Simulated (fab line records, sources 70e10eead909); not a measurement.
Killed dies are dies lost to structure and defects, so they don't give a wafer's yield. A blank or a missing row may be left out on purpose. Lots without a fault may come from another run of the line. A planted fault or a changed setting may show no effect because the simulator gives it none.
fab line records | flow nand_harc
record lots=5 wafers=15 last_day=33
route steps=1302 shown A_STAIRCASE@836
lots that met no fault: from a run of the same line without faults
start_h: hours from the record's first day to the start of the lot's first wafer shown | wait_h: hours since the lot's step before | " the same as in the row above | L1.1+2: a row that stands for several wafers | - no value, or no start given | * or withheld: withheld | < > ~ a bound
route shown NAME@n: a module of which the file shows steps, and the number in the route of the first | usual: mean/standard deviation of fault-free wafers | same: alike in all rows | chamber/n: place in a boat | sites: the reading at each site | _std_site: their standard deviation | _edge_site: outer sites' mean less inner sites' | radius_mm: how far each site lies from the wafer's centre | mask NAME#n: copy n | behind: the tool/chamber that last shaped the wafer | hold: why the lot was held/for how many hours/how that ended | device: the transistor (n, p or np) that didn't switch | end of line: the same wafers' tests at the end of the route | a step without rows: its recipe alone | killed: dies lost to structure and defects at the first sort, not the wafer's yield | map: a wafer's dies, x killed, . not, _ none there
set.NAME: the setting as run; set.NAME@STEP: as run at that earlier step | model.NAME: the simulator's own value behind a step, which no gauge read
lots at some steps of the route; a table a step, a row a wafer
services: from which hour (start_h, from the record's first day; less than 0 if before it) a tool's chamber was out of use, for how many hours, and why
## steps
# step NHARC_A_STAIRCASE_STRIP_316
# recipe o2_flow_sccm=500 ar_flow_sccm=0 bias_w=0 chemistry=O2
# usual drypump_motor_current_A=5.7/0.48 oes_product_au=1.005/0.017 rf_vpp_V=57.7/0.87 showerhead_plenum_p_Torr=3.50/0.14 throttle_valve_pct=17.037/0.0086
# columns lot.wafer tool chamber start_h wait_h drypump_motor_current_A oes_product_au rf_hours_counter_h rf_vpp_V showerhead_plenum_p_Torr throttle_valve_pct
L080.3 rie_diel-04 0 - - 6.0 0.978 27 57.9 3.55 17.026
L080.2 " 1 " " 5.5 1.003 29 57.5 3.45 17.046
L080.1 " 2 " " 5.1 1.022 32 56.5 3.53 17.049
L082.3 rie_diel-12 3 - - 6.1 0.997 4 56.1 3.57 17.029
L082.2 " 0 " " 6.2 0.973 8 56.2 3.40 17.029
L082.5 " 0 " " 6.2 0.977 - 57.9 3.40 17.025
L085.3 rie_diel-13 1 - - 6.2 0.997 40 58.0 3.37 17.030
L085.4 " 2 " " 5.7 1.004 37 56.5 3.27 17.045
L085.5 " 3 " " 5.9 1.036 - 57.7 3.46 17.029
L088.2 rie_diel-12 3 - - 6.1 0.993 27 57.5 3.56 17.051
L088.5 " 1 " " 5.4 1.010 - 57.8 3.79 17.034
L088.6 " 2 " " 5.1 0.994 - 58.4 3.54 17.044
L096.1 rie_diel-13 2 - - 5.7 0.986 23 59.0 3.79 17.040
L096.3 " 3 " " 5.9 1.018 27 59.3 3.44 17.033
L096.2 " 1 " " 6.2 0.993 22 56.9 3.35 17.044
# step NHARC_A_STAIRCASE_STRIP_317
# recipe time_s=900 temp_c=130 chemistry=SPM
# columns lot.wafer tool chamber start_h wait_h
L080.2+3+1 wet_bench-05 1,2,3 445.26 -
L082.3+5+2 wet_bench-05 6,2,3 466.10 -
L085.4+5+3 wet_bench-09 7,0,2 501.80 -
L088.2+5+6 wet_bench-05 3,6,7 541.49 -
L096.2+1+3 wet_bench-03 2,4,5 602.60 -
# step NHARC_A_STAIRCASE_PRECLEAN_318
# recipe time_s=* temp_c=50 bath_age_min=0 chemistry=SC1
# usual nh4oh_flow_mL_min=28.29/0.092
# columns lot.wafer tool chamber start_h wait_h nh4oh_flow_mL_min
L080.2 wet_bench-05 1 - - 28.22
L080.3 " 2 " " 28.32
L080.1 " 3 " " 28.27
L082.3 wet_bench-05 6 - - 28.20
L082.5 " 2 " " 28.33
L082.2 " 3 " " 28.31
L085.4 wet_bench-09 7 - - 28.36
L085.5 " 0 " " 28.10
L085.3 " 2 " " 28.36
L088.2 wet_bench-05 3 - - 28.30
L088.5 " 6 " " 28.33
L088.6 " 7 " " 28.27
L096.2 wet_bench-03 2 - - 28.25
L096.1 " 4 " " 28.25
L096.3 " 5 " " 28.10
# step NHARC_A_STAIRCASE_SRD_329
# columns lot.wafer tool chamber start_h wait_h
L080.2+3+1 wet_bench-05 1,2,3 - -
L082.3+5+2 wet_bench-05 6,2,3 - -
L085.4+5+3 wet_bench-09 7,0,2 - -
L088.2+5+6 wet_bench-05 3,6,7 - -
L096.2+1+3 wet_bench-03 2,4,5 - -
# step NHARC_A_STAIRCASE_ALD_415
# recipe target_thk_a=300 pulse_time_s=6 ald_cycles=300 temp_c=300 material=SiO2
# usual heater_power_outer_w=259/26 heater_power_w=458/37 precursor_pulse_height_rel=1.001/0.019
# columns lot.wafer tool chamber start_h wait_h heater_power_outer_w heater_power_w precursor_pulse_height_rel
L080.1 ald_hk-02 2 445.77 0.1 229 404 1.005
L080.3 " 3 " " 256 467 1.004
L080.2 " 1 " " 273 479 1.005
L082.2 ald_hk-01 2 466.63 0.1 247 460 1.004
L082.3 " 1 " " 258 479 0.994
L082.5 " 2 " " 241 469 1.015
L085.3 ald_hk-04 3 502.30 0.1 222 399 1.021
L085.4 " 0 " " 292 447 1.018
L085.5 " 3 " " 229 399 0.982
L088.2 ald_hk-02 2 542.23 0.3 231 405 1.003
L088.5 " 1 " " 265 472 1.002
L088.6 " 2 " " 228 416 1.030
L096.1 ald_hk-01 3 603.14 0.1 301 506 0.983
L096.3 " 0 " " 292 487 1.022
L096.2 " 2 " " 227 436 0.971
# step NHARC_A_STAIRCASE_ETCHBACK_416
# recipe target_depth_a=360 time_s=7.2 c4f8_flow_sccm=withheld o2_flow_sccm=8 ar_flow_sccm=withheld rf_w=600 bias_w=800 chemistry=C4F8/O2/Ar
# usual oes_product_au=0.938/0.026 rf_fwd_power_W=586.4/2.9 rf_vpp_V=722/4.4
# columns lot.wafer tool chamber start_h wait_h oes_product_au rf_fwd_power_W rf_hours_counter_h rf_vpp_V
L080.1 rie_diel-04 2 - - 0.965 581.8 32 721
L080.2 " 3 " " 0.937 588.9 30 717
L080.3 " 1 " " 0.937 583.3 29 721
L082.2 rie_diel-12 1 - - 0.942 586.4 9 731
L082.3 " 2 " " 0.936 584.7 5 724
L082.5 " 1 " " 0.938 584.5 - 731
L085.4 rie_diel-13 3 - - 0.960 584.6 43 721
L085.3 " 1 " " 0.937 586.6 41 719
L085.5 " 3 " " 0.949 583.1 - 720
L088.2 rie_diel-13 3 - - 0.937 584.9 5 721
L088.6 " 3 " " 0.933 583.1 - 722
L088.5 " 0 " " 0.943 592.8 - 725
L096.2 rie_diel-04 1 - - 0.923 583.1 22 720
L096.3 " 2 " " 0.924 582.3 23 722
L096.1 " 0 " " 0.916 585.3 19 723
# step NHARC_A_STAIRCASE_STRIP_476
# recipe time_s=20 o2_flow_sccm=500 ar_flow_sccm=0 bias_w=0 chemistry=O2
# usual drypump_motor_current_A=5.6/0.49 oes_product_au=1.006/0.017 rf_vpp_V=57.6/0.91 showerhead_plenum_p_Torr=3.50/0.15 throttle_valve_pct=17.036/0.0083
# columns lot.wafer tool chamber start_h wait_h drypump_motor_current_A oes_product_au rf_hours_counter_h rf_vpp_V showerhead_plenum_p_Torr throttle_valve_pct
L080.2 rie_diel-04 1 447.93 0.1 5.5 0.995 29 56.9 3.45 17.025
L080.3 " 3 " " 5.4 1.010 30 57.4 3.34 17.027
L080.1 " 0 " " 6.0 0.972 27 57.8 3.55 17.040
L082.3 rie_diel-12 2 468.81 0.1 5.1 1.013 5 57.7 3.55 17.032
L082.2 " 0 " " 6.2 0.984 9 57.1 3.40 17.044
L082.5 " 2 " " 5.1 1.006 - 60.6 3.55 17.048
L085.3 rie_diel-13 1 504.47 0.1 6.1 0.990 41 57.9 3.37 17.024
L085.4 " 3 " " 5.9 1.029 43 57.8 3.46 17.036
L085.5 " 1 " " 6.2 0.996 - 56.2 3.37 17.041
L088.2 rie_diel-13 0 544.18 0.1 4.7 1.020 5 58.8 3.62 17.046
L088.6 " 3 " " 5.9 1.002 - 57.7 3.45 17.037
L088.5 " 0 " " 4.7 1.017 - 57.3 3.62 17.035
L096.3 rie_diel-04 3 605.34 0.1 5.4 1.017 18 56.8 3.31 17.021
L096.1 " 0 " " 6.0 0.987 19 57.7 3.53 17.040
L096.2 " 1 " " 5.5 0.987 22 58.1 3.42 17.027
# step NHARC_A_STAIRCASE_DEP_417
# recipe target_thk_a=600 step_coverage_pct=20 temp_c=400 target_thk_nm=60 flow_sccm=200 rf_w=450 material=Si3N4
# usual heater_power_outer_w=451/94 heater_power_w=748/130 rf_fwd_power_W=449.1/1.4 showerhead_vpp_V=1310/86
# columns lot.wafer tool chamber start_h wait_h heater_power_outer_w heater_power_w rf_fwd_power_W showerhead_vpp_V
L080.3 pecvd-04 0 448.02 - 366 693 450.9 1206
L080.2 " 1 " " 504 788 447.4 1292
L080.1 " 2 " " 375 585 449.0 1313
L082.2 pecvd-03 1 468.90 - 526 848 450.0 1406
L082.3 " 2 " " 504 790 449.7 1197
L082.5 " 0 " " 329 633 450.2 1349
L085.3 pecvd-04 2 504.61 - 359 558 450.1 1301
L085.5 " 1 " " 534 835 449.6 1279
L085.4 " 0 " " 384 714 451.0 1230
L088.2 pecvd-02 2 544.36 - 442 728 448.2 1459
L088.6 " 0 " " 395 620 449.6 1322
L088.5 " 1 " " 422 679 449.3 1286
L096.2 pecvd-04 0 605.43 - 407 767 449.4 1210
L096.3 " 1 " " 431 702 448.7 1286
L096.1 " 2 " " 303 496 447.4 1302
# step NHARC_A_STAIRCASE_WET_418
# recipe temp_c=160 target_depth_a=200 chemistry=H3PO4
# columns lot.wafer tool chamber start_h wait_h
L080.1+2+3 wet_h3po4-01 1 450.02 -
L082.2+3+5 wet_h3po4-02 1 470.90 -
L085.3+4+5 wet_h3po4-01 1 509.71 -
L088.2+5+6 wet_h3po4-01 0 546.84 -
L096.1+2+3 wet_h3po4-01 1 607.43 -
# step NHARC_A_STAIRCASE_PRECLEAN_419
# recipe time_s=* temp_c=50 bath_age_min=0 chemistry=SC1
# usual nh4oh_flow_mL_min=28.29/0.085
# columns lot.wafer tool chamber start_h wait_h nh4oh_flow_mL_min
L080.3 wet_bench-09 0 450.60 0.0 28.23
L080.1 " 1 " " 28.36
L080.2 " 2 " " 28.22
L082.3 wet_bench-09 6 471.47 0.0 28.15
L082.2 " 1 " " 28.28
L082.5 " 3 " " 28.45
L085.4 wet_bench-05 0 510.29 0.0 28.34
L085.3 " 1 " " 28.22
L085.5 " 2 " " 28.29
L088.2 wet_bench-05 7 547.42 0.0 28.31
L088.5 " 1 " " 28.28
L088.6 " 2 " " 28.21
L096.1 wet_bench-05 4 608.00 0.0 28.22
L096.2 " 5 " " 28.25
L096.3 " 7 " " 28.25
# step NHARC_A_STAIRCASE_SRD_421
# columns lot.wafer tool chamber start_h wait_h
L080.3+1+2 wet_bench-09 0,1,2 - -
L082.3+2+5 wet_bench-09 6,1,3 - -
L085.4+3+5 wet_bench-05 0,1,2 - -
L088.2+5+6 wet_bench-05 7,1,2 - -
L096.1+2+3 wet_bench-05 4,5,7 - -
# step NHARC_A_STAIRCASE_ALD_420
# recipe target_thk_a=200 pulse_time_s=6 ald_cycles=200 temp_c=300 material=SiO2
# usual heater_power_outer_w=256/26 heater_power_w=452/39 precursor_pulse_height_rel=0.996/0.021
# columns lot.wafer tool chamber start_h wait_h heater_power_outer_w heater_power_w precursor_pulse_height_rel
L080.2 ald_hk-01 2 450.90 - 246 474 0.972
L080.3 " 3 " " 295 521 0.991
L080.1 " 0 " " 302 504 0.992
L082.2 ald_hk-04 0 471.77 - 289 444 0.964
L082.3 " 2 " " 233 424 0.958
L082.5 " 0 " " 290 441 0.999
L085.4 ald_hk-02 2 510.42 - 226 409 0.996
L085.3 " 3 " " 256 459 0.963
L085.5 " 2 " " 225 399 1.012
L088.2 ald_hk-02 0 547.87 - 260 435 0.983
L088.6 " 2 " " 228 416 0.970
L088.5 " 3 " " 260 476 1.019
L096.3 ald_hk-01 1 608.31 - 283 514 0.995
L096.2 " 2 " " 230 446 1.010
L096.1 " 3 " " 284 502 0.970
# step NHARC_A_STAIRCASE_CVD_552
# recipe target_thk_a=400 temp_c=700 pressure_mtorr=300 material=SiNx
# columns lot.wafer tool chamber start_h wait_h
L080.1+2+3 lpcvd-01 0 - -
L082.2+3+5 lpcvd-02 1 - -
L085.3+4+5 lpcvd-02 0 - -
L088.2+5+6 lpcvd-02 0 - -
L096.1+2+3 lpcvd-02 1 - -
# step NHARC_A_STAIRCASE_DEP_151
# recipe target_thk_a=72000 temp_c=400 target_thk_nm=7200 teos_flow_sccm=200 rf_w=500 material=SiO2
# usual heater_power_outer_w=398/87 heater_power_w=675/120 rf_fwd_power_W=499.8/1.5
# columns lot.wafer tool chamber start_h wait_h heater_power_outer_w heater_power_w rf_fwd_power_W
L080.1 pecvd-03 1 458.33 0.4 557 892 500.6
L080.3 " 2 " " 503 797 499.1
L080.2 " 0 " " 344 655 501.0
L082.3 pecvd-02 1 479.74 0.4 469 738 496.9
L082.2 " 0 " " 423 679 498.8
L082.5 " 2 " " 349 606 501.7
L085.3 pecvd-04 2 522.72 0.6 292 498 500.1
L085.4 " 0 " " 309 621 500.8
L085.5 " 1 " " 375 664 498.2
L088.2 pecvd-04 1 557.93 1.0 471 795 498.0
L088.6 " 0 " " 307 615 500.0
L088.5 " 2 " " 282 468 499.2
L096.3 pecvd-03 0 616.58 0.7 324 602 497.6
L096.2 " 1 " " 490 818 502.8
L096.1 " 2 " " 565 939 499.3
# step NHARC_A_STAIRCASE_ANNEAL_320
# recipe temp_c=750 time_s=1800
# columns lot.wafer tool chamber start_h wait_h
L080.1+2+3 furnace-08 0 464.48 -
L082.2+3+5 furnace-05 0 485.80 -
L085.3+4+5 furnace-07 0 526.49 -
L088.2+5+6 furnace-08 0 562.64 -
L096.1+2+3 furnace-07 0 622.88 -
# step NHARC_A_STAIRCASE_DEP_322
# recipe target_thk_a=72000 temp_c=400 target_thk_nm=7200 teos_flow_sccm=200 rf_w=500 material=SiO2
# usual heater_power_outer_w=394/80 heater_power_w=666/110 rf_fwd_power_W=499.4/1.4
# columns lot.wafer tool chamber start_h wait_h heater_power_outer_w heater_power_w rf_fwd_power_W
L080.2 pecvd-03 2 467.86 0.1 493 814 498.8
L080.1 " 0 " " 347 646 500.6
L080.3 " 1 " " 605 971 496.5
L082.3 pecvd-02 0 489.31 0.2 396 653 497.3
L082.2 " 1 " " 497 763 499.9
L082.5 " 2 " " 349 621 501.5
L085.3 pecvd-03 1 530.13 0.3 496 794 497.7
L085.5 " 2 " " 466 772 499.7
L085.4 " 1 " " 491 788 500.2
L088.2 pecvd-03 2 566.00 0.1 541 876 498.7
L088.6 " 2 " " 456 760 497.5
L088.5 " 0 " " 260 521 498.6
L096.1 pecvd-04 1 626.32 0.1 394 669 497.3
L096.3 " 2 " " 332 530 499.7
L096.2 " 0 " " 373 703 498.7
# step NHARC_A_STAIRCASE_ANNEAL_323
# recipe temp_c=750 time_s=1800
# columns lot.wafer tool chamber start_h wait_h
L080.1+2+3 furnace-05 0 474.53 -
L082.2+3+5 furnace-05 0 497.37 -
L085.3+4+5 furnace-07 0 534.89 -
L088.2+5+6 furnace-08 0 570.46 -
L096.1+2+3 furnace-08 0 630.77 -
# step NHARC_A_STAIRCASE_DEP_325
# recipe target_thk_a=72000 temp_c=400 target_thk_nm=7200 teos_flow_sccm=200 rf_w=500 material=SiO2
# usual heater_power_outer_w=398/89 heater_power_w=674/120 rf_fwd_power_W=499.7/1.5
# columns lot.wafer tool chamber start_h wait_h heater_power_outer_w heater_power_w rf_fwd_power_W
L080.1 pecvd-02 2 477.95 0.1 414 667 500.5
L080.2 " 0 " " 433 690 498.4
L080.3 " 1 " " 456 708 500.4
L082.3 pecvd-04 1 500.74 0.1 477 784 499.9
L082.2 " 0 " " 371 692 501.4
L082.5 " 2 " " 288 481 500.3
L085.3 pecvd-03 1 538.47 0.3 631 949 498.2
L085.5 " 0 " " 270 544 498.6
L085.4 " 1 " " 491 817 499.5
L088.2 pecvd-04 1 573.95 0.2 458 764 498.4
L088.5 " 0 " " 309 612 500.3
L088.6 " 1 " " 382 674 502.0
L096.2 pecvd-02 1 634.17 0.1 439 695 498.9
L096.1 " 2 " " 478 773 502.7
L096.3 " 1 " " 336 553 500.0
# step NHARC_A_STAIRCASE_ANNEAL_326
# recipe temp_c=750 time_s=1800
# columns lot.wafer tool chamber start_h wait_h
L080.1+2+3 furnace-07 0 484.75 -
L082.2+3+5 furnace-07 0 507.93 -
L085.3+4+5 furnace-07 0 544.41 -
L088.2+5+6 furnace-08 0 578.32 -
L096.1+2+3 furnace-05 0 638.22 3.8
# step NHARC_A_STAIRCASE_DEHYDRATE_433
# recipe temp_c=150 time_s=120
# usual plate_temp_C=150.00/0.15
# columns lot.wafer tool chamber start_h wait_h plate_temp_C
L080.1 litho_track-02 0 488.12 0.1 149.82
L080.2 " 0 " " 149.78
L080.3 " 0 " " 149.70
L082.2 litho_track-02 0 511.30 0.1 150.03
L082.3 " 0 " " 150.06
L082.5 " 0 " " 149.67
L085.3 litho_track-03 0 547.79 0.1 149.90
L085.4 " 0 " " 149.94
L085.5 " 0 " " 149.96
L088.2 litho_track-03 0 581.69 0.1 149.90
L088.5 " 0 " " 149.94
L088.6 " 0 " " 150.08
L096.1 litho_track-05 0 641.57 0.1 150.04
L096.2 " 0 " " 150.10
L096.3 " 0 " " 150.03
# step NHARC_A_STAIRCASE_HMDS_434
# recipe time_s=30
# columns lot.wafer tool chamber start_h wait_h
L080.1+2+3 litho_track-02 0 - -
L082.2+3+5 litho_track-02 0 - -
L085.3+4+5 litho_track-03 0 - -
L088.2+5+6 litho_track-03 0 - -
L096.1+2+3 litho_track-05 0 - -
# step NHARC_A_STAIRCASE_COAT_435
# recipe spin_rpm=1200
# columns lot.wafer tool chamber start_h wait_h
L080.1+2+3 litho_track-02 0 - -
L082.2+3+5 litho_track-02 0 - -
L085.3+4+5 litho_track-03 0 - -
L088.2+5+6 litho_track-03 0 - -
L096.1+2+3 litho_track-05 0 - -
# step NHARC_A_STAIRCASE_SOFTBAKE_436
# recipe temp_c=135 time_s=170
# usual plate_temp_C=135.01/0.13
# columns lot.wafer tool chamber start_h wait_h plate_temp_C
L080.1 litho_track-02 0 - - 135.07
L080.2 " 0 " " 135.13
L080.3 " 0 " " 135.35
L082.2 litho_track-02 0 - - 134.72
L082.3 " 0 " " 134.99
L082.5 " 0 " " 134.75
L085.3 litho_track-03 0 - - 135.03
L085.4 " 0 " " 134.84
L085.5 " 0 " " 135.05
L088.2 litho_track-03 0 - - 135.21
L088.5 " 0 " " 134.95
L088.6 " 0 " " 134.89
L096.1 litho_track-05 0 - - 134.91
L096.2 " 0 " " 134.83
L096.3 " 0 " " 135.04
# step NHARC_A_STAIRCASE_EBR_437
# columns lot.wafer tool chamber start_h wait_h
L080.1+2+3 litho_track-02 0 - -
L082.2+3+5 litho_track-02 0 - -
L085.3+4+5 litho_track-03 0 - -
L088.2+5+6 litho_track-03 0 - -
L096.1+2+3 litho_track-05 0 - -
# step NHARC_A_STAIRCASE_EXPOSE_438
# recipe na=0.5 dose_mj=28.97 mask_id=STAIR_REV
# columns lot.wafer tool chamber start_h wait_h mask
L080.1+2+3 krf_scanner-02 0 488.48 - STAIR_REV#0
L082.2+3+5 krf_scanner-04 0 511.64 - STAIR_REV#0
L085.3+4+5 krf_scanner-02 0 548.01 - STAIR_REV#0
L088.2+5+6 krf_scanner-01 0 582.02 - STAIR_REV#0
L096.1+2+3 krf_scanner-02 0 641.91 - STAIR_REV#0
# step NHARC_A_STAIRCASE_PEB_439
# recipe peb_temp_c=115 peb_time_s=130
# usual plate_temp_C=115.00/0.13
# columns lot.wafer tool chamber start_h wait_h plate_temp_C
L080.1 litho_track-02 0 488.55 0.1 115.15
L080.2 " 0 " " 114.94
L080.3 " 0 " " 115.14
L082.2 litho_track-03 0 511.70 0.1 114.93
L082.3 " 0 " " 115.01
L082.5 " 0 " " 114.82
L085.3 litho_track-02 0 548.07 0.0 115.05
L085.4 " 0 " " 114.91
L085.5 " 0 " " 114.84
L088.2 litho_track-05 0 582.08 0.1 115.15
L088.5 " 0 " " 115.03
L088.6 " 0 " " 114.92
L096.1 litho_track-05 0 641.97 0.1 115.07
L096.2 " 0 " " 114.96
L096.3 " 0 " " 115.08
# step NHARC_A_STAIRCASE_DEVELOP_440
# recipe time_s=140
# columns lot.wafer tool chamber start_h wait_h
L080.1+2+3 litho_track-02 0 - -
L082.2+3+5 litho_track-03 0 - -
L085.3+4+5 litho_track-02 0 - -
L088.2+5+6 litho_track-05 0 - -
L096.1+2+3 litho_track-05 0 - -
# step NHARC_A_STAIRCASE_HARDBAKE_442
# recipe temp_c=120 time_s=140
# columns lot.wafer tool chamber start_h wait_h
L080.1+2+3 litho_track-05 0 488.77 -
L082.2+3+5 litho_track-02 0 511.94 -
L085.3+4+5 litho_track-03 0 548.29 -
L088.2+5+6 litho_track-03 0 582.30 -
L096.1+2+3 litho_track-03 0 642.19 -
# step NHARC_A_STAIRCASE_DESCUM_443
# recipe time_s=3 o2_flow_sccm=200 ar_flow_sccm=0 bias_power_w=0 chemistry=O2
# usual drypump_motor_current_A=5.6/0.47 oes_product_au=1.006/0.014 rf_vpp_V=57.7/0.94 showerhead_plenum_p_Torr=1.90/0.084 throttle_valve_pct=11.312/0.0096
# columns lot.wafer tool chamber start_h wait_h drypump_motor_current_A oes_product_au rf_hours_counter_h rf_vpp_V showerhead_plenum_p_Torr throttle_valve_pct
L080.2 rie_diel-12 0 488.86 - 6.2 0.993 16 57.5 1.84 11.301
L080.1 " 1 " " 5.4 1.017 17 58.3 2.07 11.318
L080.3 " 2 " " 5.1 1.001 13 56.5 1.93 11.319
L082.3 rie_diel-13 0 512.05 - 4.7 1.032 45 57.9 1.97 11.317
L082.2 " 1 " " 6.2 1.013 44 56.7 1.82 11.316
L082.5 " 2 " " 5.7 0.993 - 58.0 1.76 11.321
L085.4 rie_diel-12 1 548.38 - 5.4 1.013 37 56.9 2.06 11.306
L085.3 " 3 " " 6.1 1.007 29 58.4 1.93 11.298
L085.5 " 1 " " 5.4 1.024 - 58.3 2.06 11.307
L088.2 rie_diel-04 2 582.39 - 5.2 1.018 13 57.2 1.90 11.309
L088.5 " 2 " " 5.2 1.010 - 58.0 1.90 11.299
L088.6 " 3 " " 5.4 1.005 - 58.0 1.79 11.325
L096.1 rie_diel-13 1 642.28 - 6.2 1.003 37 57.9 1.81 11.326
L096.3 " 2 " " 5.7 1.002 39 58.6 2.06 11.303
L096.2 " 3 " " 5.9 1.015 42 57.3 1.86 11.315
# step NHARC_A_STAIRCASE_ETCH_444
# recipe target_depth_a=2.04e+05 time_s=6800 c4f8_flow_sccm=20 o2_flow_sccm=10 ar_flow_sccm=withheld rf_w=600 bias_w=1000 chemistry=C4F8/O2
# usual oes_product_au=0.939/0.02 rf_fwd_power_W=600.1/1.9 rf_vpp_V=806/4.9
# columns lot.wafer tool chamber start_h wait_h oes_product_au rf_fwd_power_W rf_hours_counter_h rf_vpp_V
L080.2 rie_diel-12 3 488.99 0.1 0.969 600.3 13 808
L080.1 " 0 " " 0.942 603.5 17 802
L080.3 " 1 " " 0.953 597.2 18 816
L082.3 rie_diel-13 1 513.06 1.0 0.939 601.8 45 802
L082.2 " 2 " " 0.934 602.3 41 798
L082.5 " 3 " " 0.960 598.0 - 804
L085.4 rie_diel-12 1 548.94 0.6 0.934 601.2 38 815
L085.3 " 3 " " 0.923 596.9 30 807
L085.5 " 1 " " 0.942 598.3 - 816
L088.2 rie_diel-04 2 582.48 0.1 0.985 598.5 14 807
L088.6 " 2 584.36 1.9 0.981 598.5 - 806
L088.5 " 3 " " 0.975 600.4 - 800
L096.1 rie_diel-13 3 642.84 0.5 0.956 602.4 43 805
L096.3 " 0 " " 0.955 599.5 40 809
L096.2 " 1 " " 0.918 598.2 38 800
# step NHARC_A_STAIRCASE_STRIP_446
# recipe power_w=1500 temp_c=250 chemistry=O2
# usual drypump_motor_current_A=5.55/0.17 heater_power_w=325/14
# columns lot.wafer tool chamber start_h wait_h drypump_motor_current_A heater_power_w rf_hours_counter_h
L080.1 plasma_asher-01 0 493.45 0.1 5.81 351 30
L080.2 " 1 " " 5.44 309 30
L080.3 " 1 " " 5.42 305 -
L082.2 plasma_asher-02 1 516.49 0.0 5.37 314 18
L082.3 " 0 " " 5.56 345 -
L082.5 " 0 " " 5.56 344 -
L085.4 plasma_asher-02 0 552.97 0.1 5.58 343 -
L085.3 " 1 " " 5.36 314 -
L085.5 " 0 " " 5.55 335 -
L088.2 plasma_asher-01 1 586.89 0.1 5.43 320 13
L088.5 " 0 " " 5.81 336 -
L088.6 " 1 " " 5.44 319 -
L096.1 plasma_asher-02 1 646.74 0.0 5.37 302 7
L096.2 " 0 " " 5.61 337 7
L096.3 " 1 " " 5.38 313 -
# step NHARC_A_STAIRCASE_STRIP_447
# recipe time_s=900 temp_c=130 chemistry=SPM
# columns lot.wafer tool chamber start_h wait_h
L080.2+1+3 wet_bench-09 3,5,6 493.80 0.3
L082.5+3+2 wet_bench-09 4,7,0 516.84 0.1
L085.4+3+5 wet_bench-03 6,7,2 553.22 0.2
L088.5+6+2 wet_bench-05 0,2,5 587.19 0.1
L096.3+1+2 wet_bench-05 1,2,4 647.10 0.2
# step NHARC_A_STAIRCASE_PRECLEAN_448
# recipe time_s=* temp_c=50 bath_age_min=0 chemistry=SC1
# usual nh4oh_flow_mL_min=28.28/0.093
# columns lot.wafer tool chamber start_h wait_h nh4oh_flow_mL_min
L080.2 wet_bench-09 3 - - 28.46
L080.1 " 5 " " 28.36
L080.3 " 6 " " 28.28
L082.5 wet_bench-09 4 - - 28.41
L082.3 " 7 " " 28.29
L082.2 " 0 " " 28.17
L085.4 wet_bench-03 6 - - 28.28
L085.3 " 7 " " 28.29
L085.5 " 2 " " 28.27
L088.5 wet_bench-05 0 - - 28.23
L088.6 " 2 " " 28.42
L088.2 " 5 " " 28.33
L096.3 wet_bench-05 1 - - 28.45
L096.1 " 2 " " 28.20
L096.2 " 4 " " 28.29
# step NHARC_A_STAIRCASE_SRD_449
# columns lot.wafer tool chamber start_h wait_h
L080.2+1+3 wet_bench-09 3,5,6 - -
L082.5+3+2 wet_bench-09 4,7,0 - -
L085.4+3+5 wet_bench-03 6,7,2 - -
L088.5+6+2 wet_bench-05 0,2,5 - -
L096.3+1+2 wet_bench-05 1,2,4 - -
# step NHARC_A_STAIRCASE_CMP_450
# recipe target_thk_nm=200 material=SiO2
# usual motor_current_A=12.2/1.6 retaining_ring_pressure_frac=1.001/0.0048
# columns lot.wafer tool chamber start_h wait_h motor_current_A retaining_ring_pressure_frac
L080.1 cmp-01 1 494.25 - 13.3 1.008
L080.2 " 2 " " 9.9 1.005
L080.3 " 3 " " 11.4 0.991
L082.3 cmp-04 1 517.32 - 12.9 0.993
L082.2 " 2 " " 11.9 1.006
L082.5 " 3 " " 10.6 1.000
L085.3 cmp-03 3 553.67 - 10.4 1.004
L085.4 " 1 " " 15.3 0.996
L085.5 " 3 " " 10.2 1.004
L088.2 cmp-04 2 587.66 - 11.6 1.010
L088.6 " 1 " " 13.1 1.003
L088.5 " 2 " " 11.7 1.003
L096.3 cmp-01 1 647.54 - 13.2 0.991
L096.2 " 2 " " 10.7 1.001
L096.1 " 3 " " 11.3 0.998
# step NHARC_A_STAIRCASE_CMP_152
# usual motor_current_A=12.3/1.6 retaining_ring_pressure_frac=1.000/0.0053
# columns lot.wafer tool chamber start_h wait_h motor_current_A retaining_ring_pressure_frac
L080.1 cmp-01 1 494.32 0.1 14.0 1.002
L080.2 " 2 " " 10.6 1.002
L080.3 " 3 " " 11.6 1.000
L082.3 cmp-04 1 517.39 0.1 12.7 0.996
L082.2 " 2 " " 12.1 1.000
L082.5 " 3 " " 11.5 0.999
L085.3 cmp-03 3 553.74 0.1 10.6 0.994
L085.4 " 1 " " 16.3 1.007
L085.5 " 3 " " 10.9 0.996
L088.2 cmp-04 2 587.73 0.1 12.6 1.002
L088.6 " 1 " " 13.4 1.001
L088.5 " 2 " " 12.0 1.006
L096.3 cmp-01 1 647.61 0.1 13.5 0.995
L096.2 " 2 " " 10.4 1.000
L096.1 " 3 " " 11.4 1.002
# step NHARC_A_STAIRCASE_SRD_154
# columns lot.wafer tool chamber start_h wait_h
L080.2+1+3 wet_bench-09 2,3,7 494.61 0.0
L082.2+5+3 wet_bench-05 1,2,3 517.65 0.0
L085.4+3+5 wet_bench-03 2,4,6 554.03 0.0
L088.6+5+2 wet_bench-09 2,4,7 588.01 0.0
L096.2+1+3 wet_bench-09 4,6,0 647.90 0.0
# step NHARC_A_STAIRCASE_ETCH_403
# recipe target_depth_a=1082 chemistry=dHF material=SiO2
# columns lot.wafer tool chamber start_h wait_h
L080.2+1+3 wet_bench-09 2,3,7 494.63 0.0
L082.2+5+3 wet_bench-05 1,2,3 517.68 0.0
L085.4+3+5 wet_bench-03 2,4,6 554.05 0.0
L088.6+5+2 wet_bench-09 2,4,7 588.04 0.0
L096.2+1+3 wet_bench-09 4,6,0 647.93 0.0
## services
# columns tool chamber start_h hours kind
rie_diel-12 0 438.34 3.9 repair
wet_bench-03 - 438.47 1.4 repair
rie_diel-12 - 445.51 9.0 pm
litho_track-03 - 450.00 7.0 pm
pecvd-04 - 450.20 13.0 pm
rie_diel-04 2 466.57 3.3 repair
rie_diel-04 - 472.03 0.6 repair
litho_track-05 - 474.01 7.0 pm
rie_diel-13 0 483.34 1.6 repair
rie_diel-04 2 503.56 10.2 repair
rie_diel-12 3 503.65 6.6 repair
rie_diel-13 - 520.07 9.0 pm
wet_bench-09 - 528.80 8.0 pm
rie_diel-04 - 533.30 9.0 pm
pecvd-03 - 547.48 13.0 pm
wet_bench-03 - 562.40 8.0 pm
litho_track-02 - 577.00 7.0 pm
rie_diel-13 0 599.91 4.3 repair
rie_diel-12 1 607.56 12.0 repair
wet_bench-05 - 612.82 8.0 pm
rie_diel-12 0 622.06 2.6 repair
rie_diel-12 - 622.57 9.0 pm
litho_track-03 - 625.00 7.0 pm
pecvd-04 - 631.20 13.0 pm
## key
fault none
